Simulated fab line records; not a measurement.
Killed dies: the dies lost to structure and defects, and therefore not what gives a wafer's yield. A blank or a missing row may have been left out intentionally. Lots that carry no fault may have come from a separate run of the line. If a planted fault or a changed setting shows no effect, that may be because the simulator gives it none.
Split-lot experiment ; flow n5Finfet ; route with 1938 steps; 7 lots, 39 wafers read

## THE SPLIT
At N5_FIN_SAQP_DESCUM_21 (chemistry O2, time 7.9 s), the setting timeS was moved away from the recipe's 7.9 s on 15 of the 39 wafers read, by -50.3% to +35.1%. For the rest of the wafers, this setting stayed at what the recipe calls for.

Split to reading: the file shows no intervening step.

## THE READING
CAR-ArF_of_FIN_SAQP_COAT_10.thkNm (the simulator's own value, which no gauge read), in nm, at N5_FIN_SAQP_ETCH_51 (etches SiARC in CF4, target depth 45.5 nm, time 75.8 s). No usual value for it is given in the file. Average 50.83 nm, standard deviation 0.21 nm, over the 24 wafers here run with the recipe.

wafer;tool, chamber at the split;timeS as run, s;against the recipe;CAR-ArF_of_FIN_SAQP_COAT_10.thkNm, nm;against lot-mates on the recipe
L077.1;rieDiel-02, 3;6.416;-18.8%;51.51;+0.83
L077.2;rieDiel-02, 1;6.416;-18.8%;51.79;+1.11
L077.3;rieDiel-02, 2;7.9;recipe;50.63;-
L077.4;rieDiel-02, 0;7.9;recipe;50.77;-
L077.5;rieDiel-02, 3;6.416;-18.8%;51.75;+1.07
L077.6;rieDiel-02, 0;7.9;recipe;50.65;-
L078.1;rieDiel-04, 2;7.9;recipe;51.24;-
L078.2;rieDiel-04, 1;10.67;+35.1%;49.37;-1.61
L078.3;rieDiel-04, 0;7.9;recipe;50.93;-
L078.4;rieDiel-04, 3;10.67;+35.1%;49.16;-1.82
L078.5;rieDiel-04, 3;7.9;recipe;50.78;-
L078.6;rieDiel-04, 0;10.67;+35.1%;49.28;-1.70
L083.1;rieDiel-04, 2;5.683;-28.1%;52.48;+1.45
L083.2;rieDiel-04, 0;7.9;recipe;51.2;-
L083.3;rieDiel-04, 1;5.683;-28.1%;52.11;+1.08
L083.4;rieDiel-04, 2;5.683;-28.1%;51.96;+0.93
L083.5;rieDiel-04, 0;7.9;recipe;50.92;-
L083.6;rieDiel-04, 1;7.9;recipe;50.97;-
L086.1;rieDiel-01, 3;7.9;recipe;50.97;-
L086.3;rieDiel-01, 1;7.9;recipe;50.97;-
L086.6;rieDiel-01, 1;7.9;recipe;50.95;-
L093.1;rieDiel-02, 2;7.9;recipe;50.73;-
L093.2;rieDiel-02, 3;7.9;recipe;50.93;-
L093.3;rieDiel-02, 0;7.9;recipe;50.54;-
L093.4;rieDiel-02, 1;7.9;recipe;50.88;-
L093.5;rieDiel-02, 0;7.9;recipe;50.69;-
L093.6;rieDiel-02, 1;7.9;recipe;50.83;-
L094.1;rieDiel-02, 0;7.9;recipe;50.55;-
L094.2;rieDiel-02, 1;7.9;recipe;51.05;-
L094.3;rieDiel-02, 2;5.466;-30.8%;52.29;+1.67
L094.4;rieDiel-02, 3;5.466;-30.8%;52.29;+1.67
L094.5;rieDiel-02, 0;5.466;-30.8%;52.4;+1.78
L094.6;rieDiel-02, 3;7.9;recipe;50.26;-
L097.1;rieDiel-04, 3;7.9;recipe;50.8;-
L097.2;rieDiel-04, 1;7.9;recipe;50.95;-
L097.3;rieDiel-04, 0;3.927;-50.3%;53.54;+2.69
L097.4;rieDiel-04, 1,3;3.927;-50.3%;53.44;+2.59
L097.5;rieDiel-04, 0;7.9;recipe;50.81;-
L097.6;rieDiel-04, 1,3;3.927;-50.3%;53.51;+2.66
Rows listing several chambers each stand for several wafers; the file does not say which wafer went through which chamber.

FIT RESULTS
A straight line over all 39 wafers: CAR-ArF_of_FIN_SAQP_COAT_10.thkNm changes by -0.0491 nm for each +1% of timeS; r = -0.98; the points scatter about the line by 0.2 nm.
The same after taking each lot's own level away (the mean of its wafers on the recipe; 39 wafers): -0.0506 nm for each +1%; r = -0.99; scatter 0.18 nm.
The reading moves by 2.5 nm for the largest change in timeS, on that fit.
The span of the lots' own levels, 50.620 to 51.030 nm, comes to 1.9 times the standard deviation stated above.
So the lot-to-lot level changes the slope little: the two slopes agree.
Check: for one of the wafers moved furthest among these (-50.3%), held out of the fit, the line's prediction against its lot-mates is +2.53 nm. It came out at +2.69 nm against them.

## THE WHOLE CHAIN: every reading that the file lists as answering this split, in the file's order
step;what it does;reading;change (the file's fit);r (the file's)
N5_FIN_SAQP_DESCUM_21;chemistry O2, time 7.9 s;CAR-ArF_of_FIN_SAQP_COAT_10.thkNm (the simulator's own value, which no gauge read);-0.0502 nm for each +1% of the setting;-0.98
N5_FIN_SAQP_ETCH_51;etches SiARC in CF4, target depth 45.5 nm, time 75.8 s;CAR-ArF_of_FIN_SAQP_COAT_10.thkNm (the simulator's own value, which no gauge read);-0.0508 nm for each +1% of the setting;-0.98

## THE FILE'S OWN FIT
CAR-ArF_of_FIN_SAQP_COAT_10.thkNm changes by -0.0508 nm for each +1% of timeS, r = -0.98.
